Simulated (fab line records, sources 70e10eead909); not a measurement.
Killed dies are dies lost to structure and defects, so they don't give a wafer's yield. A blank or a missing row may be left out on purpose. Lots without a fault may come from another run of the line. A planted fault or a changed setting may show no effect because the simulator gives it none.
Problem report in the 8D (eight disciplines) form, filled by code | flow nand_harc | the parts of the form that need people (team, actions taken, sign-off) are left out

1. THE PROBLEM
killed_at_periphery at NHARC_END_SORT_01 reads a mean of 532.7 on 6 wafers of 2 lots; wafers without a fault read 3.5 with a standard deviation of 2.5. That is +99 or more standard deviations from the usual mean.
First seen on wafer L830.4, day 27 04:59, on prober-02. The record holds 6 wafers of 2 lots with a number at this step. Rule for "out", or "out of limits": more than 4 standard deviations from the usual mean. The other wafers with a number count as sound.

2. WHAT IT IS AND WHAT IT IS NOT
question                    | is                               | is not
which readings at this step | killed_at_periphery, killed_dies | killed_at_array, killed_at_other
which lots                  | L830, L832                       | -
which wafers of those lots  | all that have a number           | -
read on which gauges        | prober-02                        | -
when                        | from day 27 04:59                | up to then (0 sound wafers)

3. SUSPECTS, AND WHAT RULES EACH OUT
Counting: a tool at a process step up to the reading stays a suspect if it ran every lot that is out and no sound lot after the first of them.
- the gauge at NHARC_END_SORT_01: ruled out. All the wafers that are out were read on prober-02, but those of them that NHARC_P_CONTACT_ETCH_36 has rows for are out there too, on other tools.
- cmp-02 at NHARC_P_CONTACT_CMP_01 (polishes SiO2, target thk 200 nm): kept. It ran every lot that is out, first L830 (day 8 06:28), and no sound lot after that.
- rie_diel-06 at NHARC_P_CONTACT_ETCH_36 (etches the open film in N2/H2, target depth 260 nm, time 406.25 s): kept. It ran every lot that is out, first L830 (day 8 07:34), and no sound lot after that. Its own readings are out on those wafers: run_length_s.
- pvd_sputter-02 at NHARC_P_CONTACT_PVD_32 (deposits Ti, target thk 5 nm, time 17.7 s): kept. It ran every lot that is out, first L830 (day 27 04:59), and no sound lot after that. NHARC_P_CONTACT_PVD_32 gives no start for some lots, so the hours and the order of its lots are those of NHARC_END_SORT_01.
Left after counting: cmp-02 at NHARC_P_CONTACT_CMP_01, rie_diel-06 at NHARC_P_CONTACT_ETCH_36, pvd_sputter-02 at NHARC_P_CONTACT_PVD_32.

4. THE CAUSE (what the simulator had put in)
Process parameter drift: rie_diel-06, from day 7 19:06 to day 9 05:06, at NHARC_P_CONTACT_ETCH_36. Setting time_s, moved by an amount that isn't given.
Counting left 3 suspects, and this tool is among them.

5. THE CHAIN OF EFFECTS, in route order
Each row: a reading whose mean over the struck wafers that have a number lies more than 3 standard deviations from the usual. Only readings for which the record gives a usual standard deviation are gone through. hours: the time from each lot's start at the first step in this table that gives one to its start at this step, as a median over the lots. sigmas: the change in usual standard deviations.
hours | step                    | reading             | usual   | on struck wafers | change | sigmas
0     | NHARC_P_CONTACT_ETCH_36 | run_length_s        | 427.6 s | 329.9            | -97.7  | -99 or more
452   | NHARC_END_SORT_01       | killed_at_periphery | 3.5     | 532.7            | +529.2 | +99 or more
452   | NHARC_END_SORT_01       | killed_dies         | 62      | 592              | +530   | +25
The process steps in it:
- NHARC_P_CONTACT_ETCH_36: etches the open film in N2/H2, target depth 260 nm, time 406.25 s.
Readings that are blank on the struck wafers while sound wafers have them: rf_fwd_power_W at NHARC_P_CONTACT_ETCH_36.

6. WHAT WOULD HAVE CAUGHT IT SOONER
In this record the first reading out of limits at a measuring or inspecting step was taken at day 27 04:59, 466 hours after the fault began at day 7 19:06.
The tool's own readings at NHARC_P_CONTACT_ETCH_36 were out on every struck wafer that the step has a row for (run_length_s): an alarm limit on them would have fired on the first of those.
All the lots that are out (2) had begun NHARC_P_CONTACT_ETCH_36 on rie_diel-06 by day 27 04:59. A hold on the tool at that time would have spared none of them.
